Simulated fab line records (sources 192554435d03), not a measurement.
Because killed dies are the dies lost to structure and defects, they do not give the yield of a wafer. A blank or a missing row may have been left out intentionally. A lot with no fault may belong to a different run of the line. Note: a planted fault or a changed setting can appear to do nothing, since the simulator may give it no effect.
Split-lot study / flow n5_finfet / on a route of 1938 steps: 7 lots, 39 wafers read

== THE SPLIT ITSELF ==
At N5_MIM_TOP_ALD_01 (deposits HfO2, target thk 5.6 nm, pulse time 1 s, purge time 3 s), the setting ald_cycles was moved away from the recipe's 62 on 15 of the 39 wafers read, by -50.0% to +59.7%. For the rest of the wafers, this setting stayed at what the recipe calls for.

The split's own step is where the reading is taken.

== THE READING ==
HfO2_of_MIM_TOP_ALD_01.thk_nm (the simulator's own value, which no gauge read), in nm, at N5_MIM_TOP_ALD_01 (deposits HfO2, target thk 5.6 nm, pulse time 1 s, purge time 3 s). There is no usual value for it anywhere in the file.

wafer=L075.1; tool, chamber at the split=ald_hk-01, 0,3,1; ald_cycles as run=99; against the recipe=+59.7%; HfO2_of_MIM_TOP_ALD_01.thk_nm, nm=9; against lot-mates on the recipe=+3.4
wafer=L075.2; tool, chamber at the split=ald_hk-01, 0,3,1; ald_cycles as run=99; against the recipe=+59.7%; HfO2_of_MIM_TOP_ALD_01.thk_nm, nm=9; against lot-mates on the recipe=+3.4
wafer=L075.3; tool, chamber at the split=ald_hk-01, 0,3,1; ald_cycles as run=99; against the recipe=+59.7%; HfO2_of_MIM_TOP_ALD_01.thk_nm, nm=9; against lot-mates on the recipe=+3.4
wafer=L075.4; tool, chamber at the split=ald_hk-01, 2,3,2; ald_cycles as run=62; against the recipe=recipe; HfO2_of_MIM_TOP_ALD_01.thk_nm, nm=5.6; against lot-mates on the recipe=-
wafer=L075.5; tool, chamber at the split=ald_hk-01, 2,3,2; ald_cycles as run=62; against the recipe=recipe; HfO2_of_MIM_TOP_ALD_01.thk_nm, nm=5.6; against lot-mates on the recipe=-
wafer=L075.6; tool, chamber at the split=ald_hk-01, 2,3,2; ald_cycles as run=62; against the recipe=recipe; HfO2_of_MIM_TOP_ALD_01.thk_nm, nm=5.6; against lot-mates on the recipe=-
wafer=L080.1; tool, chamber at the split=ald_hk-03, 1,3,0,2,3,0; ald_cycles as run=62; against the recipe=recipe; HfO2_of_MIM_TOP_ALD_01.thk_nm, nm=5.6; against lot-mates on the recipe=-
wafer=L080.2; tool, chamber at the split=ald_hk-03, 1,3,0,2,3,0; ald_cycles as run=62; against the recipe=recipe; HfO2_of_MIM_TOP_ALD_01.thk_nm, nm=5.6; against lot-mates on the recipe=-
wafer=L080.3; tool, chamber at the split=ald_hk-03, 1,3,0,2,3,0; ald_cycles as run=62; against the recipe=recipe; HfO2_of_MIM_TOP_ALD_01.thk_nm, nm=5.6; against lot-mates on the recipe=-
wafer=L080.4; tool, chamber at the split=ald_hk-03, 1,3,0,2,3,0; ald_cycles as run=62; against the recipe=recipe; HfO2_of_MIM_TOP_ALD_01.thk_nm, nm=5.6; against lot-mates on the recipe=-
wafer=L080.5; tool, chamber at the split=ald_hk-03, 1,3,0,2,3,0; ald_cycles as run=62; against the recipe=recipe; HfO2_of_MIM_TOP_ALD_01.thk_nm, nm=5.6; against lot-mates on the recipe=-
wafer=L080.6; tool, chamber at the split=ald_hk-03, 1,3,0,2,3,0; ald_cycles as run=62; against the recipe=recipe; HfO2_of_MIM_TOP_ALD_01.thk_nm, nm=5.6; against lot-mates on the recipe=-
wafer=L083.1; tool, chamber at the split=ald_hk-03, 0,0,1; ald_cycles as run=62; against the recipe=recipe; HfO2_of_MIM_TOP_ALD_01.thk_nm, nm=5.6; against lot-mates on the recipe=-
wafer=L083.5; tool, chamber at the split=ald_hk-03, 0,0,1; ald_cycles as run=62; against the recipe=recipe; HfO2_of_MIM_TOP_ALD_01.thk_nm, nm=5.6; against lot-mates on the recipe=-
wafer=L083.6; tool, chamber at the split=ald_hk-03, 0,0,1; ald_cycles as run=62; against the recipe=recipe; HfO2_of_MIM_TOP_ALD_01.thk_nm, nm=5.6; against lot-mates on the recipe=-
wafer=L083.2; tool, chamber at the split=ald_hk-03, 1,2,3; ald_cycles as run=47; against the recipe=-24.2%; HfO2_of_MIM_TOP_ALD_01.thk_nm, nm=4.2; against lot-mates on the recipe=-1.4
wafer=L083.3; tool, chamber at the split=ald_hk-03, 1,2,3; ald_cycles as run=47; against the recipe=-24.2%; HfO2_of_MIM_TOP_ALD_01.thk_nm, nm=4.2; against lot-mates on the recipe=-1.4
wafer=L083.4; tool, chamber at the split=ald_hk-03, 1,2,3; ald_cycles as run=47; against the recipe=-24.2%; HfO2_of_MIM_TOP_ALD_01.thk_nm, nm=4.2; against lot-mates on the recipe=-1.4
wafer=L084.3; tool, chamber at the split=ald_hk-03, 0,1,0; ald_cycles as run=62; against the recipe=recipe; HfO2_of_MIM_TOP_ALD_01.thk_nm, nm=5.6; against lot-mates on the recipe=-
wafer=L084.5; tool, chamber at the split=ald_hk-03, 0,1,0; ald_cycles as run=62; against the recipe=recipe; HfO2_of_MIM_TOP_ALD_01.thk_nm, nm=5.6; against lot-mates on the recipe=-
wafer=L084.6; tool, chamber at the split=ald_hk-03, 0,1,0; ald_cycles as run=62; against the recipe=recipe; HfO2_of_MIM_TOP_ALD_01.thk_nm, nm=5.6; against lot-mates on the recipe=-
wafer=L093.1; tool, chamber at the split=ald_hk-03, 0,1,3; ald_cycles as run=31; against the recipe=-50.0%; HfO2_of_MIM_TOP_ALD_01.thk_nm, nm=2.8; against lot-mates on the recipe=-2.8
wafer=L093.3; tool, chamber at the split=ald_hk-03, 0,1,3; ald_cycles as run=31; against the recipe=-50.0%; HfO2_of_MIM_TOP_ALD_01.thk_nm, nm=2.8; against lot-mates on the recipe=-2.8
wafer=L093.6; tool, chamber at the split=ald_hk-03, 0,1,3; ald_cycles as run=31; against the recipe=-50.0%; HfO2_of_MIM_TOP_ALD_01.thk_nm, nm=2.8; against lot-mates on the recipe=-2.8
wafer=L093.2; tool, chamber at the split=ald_hk-03, 2,3,0; ald_cycles as run=62; against the recipe=recipe; HfO2_of_MIM_TOP_ALD_01.thk_nm, nm=5.6; against lot-mates on the recipe=-
wafer=L093.4; tool, chamber at the split=ald_hk-03, 2,3,0; ald_cycles as run=62; against the recipe=recipe; HfO2_of_MIM_TOP_ALD_01.thk_nm, nm=5.6; against lot-mates on the recipe=-
wafer=L093.5; tool, chamber at the split=ald_hk-03, 2,3,0; ald_cycles as run=62; against the recipe=recipe; HfO2_of_MIM_TOP_ALD_01.thk_nm, nm=5.6; against lot-mates on the recipe=-
wafer=L095.1; tool, chamber at the split=ald_hk-02, 0; ald_cycles as run=41; against the recipe=-33.9%; HfO2_of_MIM_TOP_ALD_01.thk_nm, nm=3.8; against lot-mates on the recipe=-1.8
wafer=L095.2; tool, chamber at the split=ald_hk-02, 1,2,2; ald_cycles as run=62; against the recipe=recipe; HfO2_of_MIM_TOP_ALD_01.thk_nm, nm=5.6; against lot-mates on the recipe=-
wafer=L095.3; tool, chamber at the split=ald_hk-02, 1,2,2; ald_cycles as run=62; against the recipe=recipe; HfO2_of_MIM_TOP_ALD_01.thk_nm, nm=5.6; against lot-mates on the recipe=-
wafer=L095.6; tool, chamber at the split=ald_hk-02, 1,2,2; ald_cycles as run=62; against the recipe=recipe; HfO2_of_MIM_TOP_ALD_01.thk_nm, nm=5.6; against lot-mates on the recipe=-
wafer=L095.4; tool, chamber at the split=ald_hk-02, 3,1; ald_cycles as run=41; against the recipe=-33.9%; HfO2_of_MIM_TOP_ALD_01.thk_nm, nm=3.6; against lot-mates on the recipe=-2.0
wafer=L095.5; tool, chamber at the split=ald_hk-02, 3,1; ald_cycles as run=41; against the recipe=-33.9%; HfO2_of_MIM_TOP_ALD_01.thk_nm, nm=3.6; against lot-mates on the recipe=-2.0
wafer=L096.1; tool, chamber at the split=ald_hk-01, 3,0,2; ald_cycles as run=78; against the recipe=+25.8%; HfO2_of_MIM_TOP_ALD_01.thk_nm, nm=7; against lot-mates on the recipe=+1.4
wafer=L096.2; tool, chamber at the split=ald_hk-01, 3,0,2; ald_cycles as run=78; against the recipe=+25.8%; HfO2_of_MIM_TOP_ALD_01.thk_nm, nm=7; against lot-mates on the recipe=+1.4
wafer=L096.3; tool, chamber at the split=ald_hk-01, 3,0,2; ald_cycles as run=78; against the recipe=+25.8%; HfO2_of_MIM_TOP_ALD_01.thk_nm, nm=7; against lot-mates on the recipe=+1.4
wafer=L096.4; tool, chamber at the split=ald_hk-01, 1,2,3; ald_cycles as run=62; against the recipe=recipe; HfO2_of_MIM_TOP_ALD_01.thk_nm, nm=5.6; against lot-mates on the recipe=-
wafer=L096.5; tool, chamber at the split=ald_hk-01, 1,2,3; ald_cycles as run=62; against the recipe=recipe; HfO2_of_MIM_TOP_ALD_01.thk_nm, nm=5.6; against lot-mates on the recipe=-
wafer=L096.6; tool, chamber at the split=ald_hk-01, 1,2,3; ald_cycles as run=62; against the recipe=recipe; HfO2_of_MIM_TOP_ALD_01.thk_nm, nm=5.6; against lot-mates on the recipe=-
When a row names more than one chamber, that row covers several wafers, and the file does not tell which wafer ran in which chamber.

FIT RESULTS
A straight line over all 39 wafers: HfO2_of_MIM_TOP_ALD_01.thk_nm changes by +0.0565 nm for each +1% of ald_cycles; r = +1.00; the points scatter about the line by 0.035 nm.
The same after taking each lot's own level away (the mean of its wafers on the recipe; 39 wafers): +0.0565 nm for each +1%; r = +1.00; scatter 0.035 nm.
The reading moves by 3.4 nm for the largest change in ald_cycles, on that fit.
The lots' own levels span 5.60 to 5.60 nm.
The two slopes agree, so the slope changes little with the lot-to-lot level.
Check: for one of the wafers moved furthest among these (+59.7%), held out of the fit, the line's prediction against its lot-mates is +3.36 nm. Against them it came out at +3.4 nm.

== OTHER SPLITS APPLIED TO THESE WAFERS ==
Note: prior to the reading, these wafers also went through further splits. Each is held against what the fit with the lots' levels taken away leaves over:
other split on the same wafers=N5_BEOL_M9_TRENCH_ETCH_37 target_depth_a; wafers away from the commonest value=18; r with HfO2_of_MIM_TOP_ALD_01.thk_nm (lot level and that fit taken away)=+0.13
other split on the same wafers=N5_BEOL_M12_DEP_53 time_s; wafers away from the commonest value=18; r with HfO2_of_MIM_TOP_ALD_01.thk_nm (lot level and that fit taken away)=-0.16

== FILE'S OWN FIT ==
HfO2_of_MIM_TOP_ALD_01.thk_nm changes by +0.0565 nm for each +1% of ald_cycles, r = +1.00.
